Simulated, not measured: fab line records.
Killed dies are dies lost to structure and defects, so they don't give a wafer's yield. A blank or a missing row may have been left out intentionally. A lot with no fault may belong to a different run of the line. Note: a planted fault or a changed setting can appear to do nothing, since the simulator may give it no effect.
fab line records	flow n5Finfet
record: lots: 6	wafers: 18	lastDay: 18
route steps=1938 shown BEOL_M0@739 BEOL_M1@751 BEOL_M4@1111
lots untouched by any fault: they come from a run of this same line in which no faults occurred
startH: hours from the record's opening day to when the first of the lot's shown wafers began	waitH: how many hours have passed since the lot's step before this one	" the same as in the row above	L1.1+2: several wafers, shown together as one row	- no value, or no start given	* or withheld: withheld	< > ~ a bound
route shown NAME@n: NAME is a module with steps in the file, n the number in the route of the first one	usual: the fault-free wafers' mean and standard deviation	same: alike in all rows	chamber/n: place in a boat	sites: the reading at each site	_std_site: the standard deviation of these	_edge_site: outer sites' mean less inner sites'	radiusMm: how far each site lies from the wafer's centre	mask NAME#n: copy n	behind: the last tool/chamber to shape the wafer	hold: why the lot went on hold/how many hours it stayed there/how the hold came to an end	device: the transistor (n, p or np) that didn't switch	end of line: tests of these same wafers at the route's end	step lacking rows: just its recipe	killed: not the wafer's yield, but the dies lost to structure and defects at the first sort	map: dies across one wafer; x = killed, . = not, _ = none there
set.NAME: the setting the step ran with; set.NAME@STEP: the setting that earlier step ran with	model.NAME: the simulator's own value behind a step, which no gauge read
lots at some steps of the route; a table a step, a row a wafer
services: a tool's chamber out of use, with start hour (startH, from the record's first day; less than 0 if before it), hours out, and reason
== steps ==
step: N5_BEOL_M0_ANNEAL_135
recipe: tempC: 400	timeS: 60	ambient: vacuum
usual: heaterPowerW: 786/81
lot.wafer	tool	chamber	startH	waitH	heaterPowerW
L313.1	pvdSputter-02	-	146.46	0.0	1041
L313.3	"	-	"	"	822
L313.4	"	-	"	"	764
L315.2	pvdSputter-01	-	163.85	0.0	884
L315.3	"	-	"	"	741
L315.5	"	-	"	"	714
L324.2	pvdSputter-02	-	227.61	0.0	837
L324.5	"	-	"	"	753
L324.6	"	-	"	"	855
L327.2	pvdSputter-03	-	240.50	0.0	703
L327.3	"	-	"	"	809
L327.6	"	-	"	"	786
L328.1	pvdSputter-03	-	240.98	0.0	780
L328.3	"	-	"	"	804
L328.6	"	-	"	"	709
L331.2	pvdSputter-03	-	267.86	0.0	782
L331.3	"	-	"	"	706
L331.4	"	-	"	"	771
step: N5_BEOL_M0_SPUTTER_141
recipe: material: Cu	targetThkA: 40	tempC: -20	chamberPressurePa: 0.07	powerW: withheld	timeS: 7.37
usual: throttleValvePct: 30.2/1
lot.wafer	tool	chamber	startH	waitH	throttleValvePct
L313.1	pvdSputter-02	-	146.50	0.0	29.1
L313.3	"	-	"	"	29.1
L313.4	"	-	"	"	29.2
L315.2	pvdSputter-01	-	163.89	0.0	30.7
L315.3	"	-	"	"	30.8
L315.5	"	-	"	"	30.8
L324.2	pvdSputter-02	-	227.65	0.0	28.9
L324.5	"	-	"	"	29.3
L324.6	"	-	"	"	28.6
L327.2	pvdSputter-03	-	240.54	0.0	32.1
L327.3	"	-	"	"	30.0
L327.6	"	-	"	"	30.3
L328.1	pvdSputter-03	-	241.02	0.0	29.3
L328.3	"	-	"	"	30.4
L328.6	"	-	"	"	31.9
L331.2	pvdSputter-03	-	267.90	0.0	30.2
L331.3	"	-	"	"	31.9
L331.4	"	-	"	"	29.3
step: N5_BEOL_M0_ECD_118
recipe: material: Cu	targetThkA: 3000
step: N5_BEOL_M0_ANNEAL_119
recipe: tempC: 225	timeS: 90	ambient: N2
usual: annealTempCMax: 226.1/0.38	wafer_temp_C_max: 226.0/0.7
lot.wafer	tool	chamber	startH	waitH	annealTempCMax	wafer_temp_C_max
L313.1	rtpAnneal-02	0	146.69	0.1	226.3	225.4
L313.3	"	0	"	"	226.0	225.2
L313.4	"	0	"	"	226.4	225.2
L315.2	rtpAnneal-02	0	164.19	0.2	226.0	225.5
L315.3	"	0	"	"	227.3	225.3
L315.5	"	0	"	"	226.3	225.4
L324.2	rtpAnneal-01	0	227.89	0.1	226.5	227.0
L324.5	"	0	"	"	226.1	227.0
L324.6	"	0	"	"	225.8	226.4
L327.2	rtpAnneal-02	0	240.78	0.1	226.1	225.8
L327.3	"	0	"	"	226.4	225.7
L327.6	"	0	"	"	226.1	225.5
L328.1	rtpAnneal-01	0	241.21	0.1	225.6	227.0
L328.3	"	0	"	"	225.4	227.2
L328.6	"	0	"	"	225.6	226.4
L331.2	rtpAnneal-01	0	268.14	0.1	225.2	226.8
L331.3	"	0	"	"	225.6	226.9
L331.4	"	0	"	"	225.8	226.9
step: N5_BEOL_M0_CMP_120
recipe: stopOn: SiOC	tOverpolishS: 6.9	downForcePsi: 1	platenRpm: 50	clearingPlatenDownForcePsi: 1.5	clearingPlatenRpm: 50	postCmpClean: cuAlkaline	clearingPlatenPadVelocityMS: 0.99484	padVelocityMS: 0.99484
step: N5_BEOL_M0_PRE_CLEAN_131
recipe: gas: NH3/H2	timeS: 15	tempC: *	rfPowerW: 300
usual: heaterPowerW: 84/14
lot.wafer	tool	chamber	startH	waitH	heaterPowerW
L313.1	cvdCo-01	0	147.66	0.0	66
L313.3	"	1	"	"	111
L313.4	"	1	"	"	109
L315.2	cvdCo-02	1	164.79	0.0	73
L315.3	"	0	"	"	90
L315.5	"	1	"	"	74
L324.2	cvdCo-01	1	228.47	0.0	111
L324.5	"	2	"	"	75
L324.6	"	0	"	"	67
L327.2	cvdCo-01	2	241.36	0.0	77
L327.3	"	1	"	"	111
L327.6	"	0	"	"	67
L328.1	cvdCo-01	0	241.84	0.0	67
L328.3	"	2	"	"	78
L328.6	"	2	"	"	74
L331.2	cvdCo-01	2	268.74	0.0	73
L331.3	"	0	"	"	69
L331.4	"	0	"	"	69
step: N5_BEOL_M0_CO_CAP_123
recipe: material: Co	targetThkA: 20	tempC: 200	precursor: CCTBA/H2	pressureTorr: 30	timeS: 102.1
usual: heaterPowerW: 235/18
lot.wafer	tool	chamber	startH	waitH	heaterPowerW
L313.1	cvdCo-01	0	147.70	0.0	218
L313.3	"	1	"	"	261
L313.4	"	1	"	"	276
L315.2	cvdCo-02	1	164.83	0.0	214
L315.3	"	0	"	"	241
L315.5	"	1	"	"	221
L324.2	cvdCo-01	1	228.51	0.0	268
L324.5	"	2	"	"	223
L324.6	"	0	"	"	211
L327.2	cvdCo-01	2	241.40	0.0	226
L327.3	"	1	"	"	276
L327.6	"	0	"	"	217
L328.1	cvdCo-01	0	241.88	0.0	217
L328.3	"	2	"	"	228
L328.6	"	2	"	"	225
L331.2	cvdCo-01	2	268.78	0.0	231
L331.3	"	0	"	"	215
L331.4	"	0	"	"	217
step: N5_BEOL_M0_PRE_CLEAN_124
recipe: gas: NH3	timeS: 15	tempC: withheld	rfPowerW: 300
step: N5_BEOL_M0_DEP_125
recipe: material: SiCN	targetThkA: 80	tempC: withheld	precursor: 3MS/NH3	pressureTorr: 3	rfW: 202	timeS: 14
step: N5_BEOL_M0_RS_MEAS_126
recipe: thkMeasGauge: four-point-probe	reads: Co_of_BEOL_M0_CO_CAP_123+Cu_of_BEOL_M0_ECD_118+Co_of_BEOL_M0_CVD_115+TaN_of_BEOL_M0_ALD_136
usual: M0_RS: 0.531/0.021
lot.wafer	tool	chamber	startH	waitH	M0_RS[ohm/sq]
L313.1	filmMetro-01	-	147.88	0.0	0.495
L313.3	"	-	"	"	0.524
L313.4	"	-	"	"	0.536
L315.2	filmMetro-02	-	165.01	0.1	0.539
L315.3	"	-	"	"	0.550
L315.5	"	-	"	"	0.542
L324.2	filmMetro-01	-	228.70	0.1	0.532
L324.5	"	-	"	"	0.537
L324.6	"	-	"	"	0.536
L327.2	filmMetro-02	-	241.58	0.1	0.533
L327.3	"	-	"	"	0.504
L327.6	"	-	"	"	0.514
L328.1	filmMetro-02	-	242.06	0.0	0.545
L328.3	"	-	"	"	0.554
L328.6	"	-	"	"	0.543
L331.2	filmMetro-01	-	268.97	0.1	0.523
L331.3	"	-	"	"	0.567
L331.4	"	-	"	"	0.530
step: N5_BEOL_M0_INSPECT_127
recipe: inspectInstrument: darkfield	mode: postDep
usual: rawDefectCount: 71/25
lot.wafer	tool	chamber	startH	waitH	rawDefectCount
L313.1	defectInspect-02	-	147.91	0.0	47
L313.3	"	-	"	"	119
L313.4	"	-	"	"	57
L315.2	defectInspect-02	-	165.04	0.0	31
L315.3	"	-	"	"	43
L315.5	"	-	"	"	72
L324.2	defectInspect-01	-	228.72	0.0	46
L324.5	"	-	"	"	103
L324.6	"	-	"	"	69
L327.2	defectInspect-01	-	241.61	0.0	49
L327.3	"	-	"	"	43
L327.6	"	-	"	"	73
L328.1	defectInspect-01	-	242.09	0.0	65
L328.3	"	-	"	"	42
L328.6	"	-	"	"	74
L331.2	defectInspect-02	-	268.99	0.0	59
L331.3	"	-	"	"	128
L331.4	"	-	"	"	67
step: N5_BEOL_M1_ILD_DEP_00
recipe: material: SiOC	targetThkA: 790	tempC: 350	precursor: DEMS/O2	pressureTorr: 5	rfW: 500	timeS: 15.3
usual: heaterPowerW: 501/48	showerheadPlenumPTorr: 5.702/0.015	susceptorTempC: 350.04/0.21	throttleValvePct: 12.1/0.65
lot.wafer	tool	chamber	startH	waitH	heaterPowerW	showerheadPlenumPTorr	susceptorTempC	throttleValvePct
L313.1	pecvd-01	2	147.95	0.0	484	5.711	348.32	11.8
L313.3	"	0	"	"	525	5.711	348.16	12.5
L313.4	"	2	"	"	473	5.700	348.71	11.7
L315.2	pecvd-01	2	165.07	0.0	494	5.719	348.55	11.7
L315.3	"	1	"	"	542	5.675	348.35	11.3
L315.5	"	0	"	"	536	5.734	348.12	12.6
L324.2	pecvd-01	1	228.76	0.0	482	5.687	350.16	11.5
L324.5	"	0	"	"	548	5.720	349.91	12.5
L324.6	"	1	"	"	499	5.691	350.12	11.0
L327.2	pecvd-03	1	241.65	0.0	455	5.720	350.18	12.8
L327.3	"	0	"	"	426	5.720	350.30	11.6
L327.6	"	2	"	"	532	5.685	349.86	11.5
L328.1	pecvd-03	2	242.13	0.0	523	5.681	349.96	11.3
L328.3	"	1	"	"	454	5.716	349.93	12.8
L328.6	"	0	"	"	513	5.705	350.10	11.5
L331.2	pecvd-03	2	269.03	0.0	519	5.685	350.25	11.9
L331.3	"	1	"	"	405	5.714	349.77	12.8
L331.4	"	0	"	"	475	5.711	349.81	11.7
step: N5_BEOL_M1_THK_MEAS_01
recipe: reads: SiOC_of_BEOL_M1_ILD_DEP_00
usual: M1_ILD_THK: 78.7/1
lot.wafer	tool	chamber	startH	waitH	M1_ILD_THK[nm]
L313.1	filmMetro-02	-	148.01	0.0	79.7
L313.3	"	-	"	"	79.3
L313.4	"	-	"	"	81.4
L315.2	filmMetro-02	-	165.14	0.1	78.0
L315.3	"	-	"	"	77.9
L315.5	"	-	"	"	79.4
L324.2	filmMetro-02	-	228.84	0.1	78.5
L324.5	"	-	"	"	79.7
L324.6	"	-	"	"	79.1
L327.2	filmMetro-01	-	241.71	0.1	78.3
L327.3	"	-	"	"	77.3
L327.6	"	-	"	"	79.5
L328.1	filmMetro-02	-	242.19	0.0	79.0
L328.3	"	-	"	"	79.6
L328.6	"	-	"	"	78.7
L331.2	filmMetro-02	-	269.10	0.1	78.7
L331.3	"	-	"	"	79.3
L331.4	"	-	"	"	79.1
step: N5_BEOL_M4_RC_MEAS_101
usual: DIBL_N: 36.2/1.6	DIBL_P: 36.1/2	IOFF_N: 0.16/0.032	IOFF_P: 0.22/0.036	ION_N: 672/11	ION_P: 463/7.5	SS_N: 71.4/0.58	SS_P: 73.2/0.67	VT_N: 250/3.3	VT_P: -250/3.3
lot.wafer	tool	chamber	startH	waitH	DIBL_N[mV/V]	DIBL_P[mV/V]	IOFF_N[nA/um]	IOFF_P[nA/um]	ION_N[uA/um]	ION_P[uA/um]	SS_N[mV/dec]	SS_P[mV/dec]	VT_N[mV]	VT_P[mV]
L313.1	prober-01	0	200.38	0.0	40.1	39.0	0.25	0.27	700	474	72.1	73.9	242	-247
L313.3	"	0	"	"	34.9	34.1	0.13	0.19	671	463	71.4	72.9	252	-253
L313.4	"	0	"	"	34.5	33.0	0.13	0.18	664	456	71.1	72.2	251	-249
L315.2	prober-02	0	213.60	0.2	34.2	35.1	0.14	0.18	670	456	70.9	73.0	251	-256
L315.3	"	0	"	"	35.7	36.1	0.17	0.19	671	453	71.5	73.5	248	-253
L315.5	"	0	"	"	34.4	34.1	0.13	0.17	661	449	71.0	73.1	253	-258
L324.2	prober-02	0	276.62	0.2	35.3	34.4	0.14	0.20	664	457	71.7	73.3	253	-251
L324.5	"	0	"	"	34.2	34.1	0.13	0.19	665	459	70.5	73.0	256	-251
L324.6	"	0	"	"	32.5	30.8	0.11	0.15	664	451	70.6	71.6	254	-253
L328.1	prober-02	0	305.07	0.0	39.0	37.3	0.18	0.24	677	469	70.9	73.5	249	-248
L328.3	"	0	"	"	35.9	33.6	0.13	0.19	650	451	70.3	72.7	251	-251
L328.6	"	0	"	"	38.1	35.7	0.16	0.22	671	464	70.6	72.6	248	-248
L327.2	prober-02	0	317.48	0.2	39.6	37.8	0.25	0.23	679	459	73.6	73.9	245	-249
L327.3	"	0	"	"	38.6	37.9	0.20	0.24	666	453	72.5	74.0	249	-250
L327.6	"	0	"	"	37.0	36.2	0.18	0.20	673	454	72.5	73.8	246	-253
L331.2	prober-02	0	340.00	0.2	36.9	38.3	0.17	0.23	675	469	71.6	73.0	249	-251
L331.3	"	0	"	"	34.1	34.9	0.12	0.19	668	464	71.0	72.4	254	-252
L331.4	"	0	"	"	34.5	35.5	0.14	0.19	671	463	71.1	72.4	250	-250
== services ==
tool	chamber	startH	hours	kind
pecvd-01	-	145.77	0.4	repair
cvdCo-01	-	150.27	6.0	pm
pvdSputter-02	-	157.68	14.3	repair
pecvd-01	0	165.47	5.0	scheduledDown
pecvd-01	-	167.41	28.1	pm
cvdCo-02	2	170.31	5.1	repair
cvdCo-02	2	189.78	8.0	repair
pecvd-03	-	200.41	0.4	repair
pecvd-01	2	202.38	-	clean
pecvd-01	2	202.38	-	consumableReplace:showerhead
pecvd-01	2	202.38	29.0	scheduledDown
pecvd-01	2	202.38	29.0	ventCycle
pvdSputter-02	-	207.32	1.6	repair
cvdCo-01	-	208.98	14.6	pm
pecvd-03	0	214.70	6.0	repair
== key ==
firstSign: step: N5_BEOL_M1_ILD_DEP_00	reading: susceptorTempC	direction: down	sigmas: 8	usual: *	struck: *
effect none on later readings
metAt N5_BEOL_M1_ILD_DEP_00
struckWafers L313.1,L313.3,L313.4,L315.2,L315.3,L315.5
fault: kind: processParameterDrift	tool: pecvd-01	chamber: -	onsetH: 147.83	steps: N5_BEOL_M1_ILD_DEP_00	channel: tempC	offset: *	shape: step	endH: 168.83	actsIn: *	stated: *
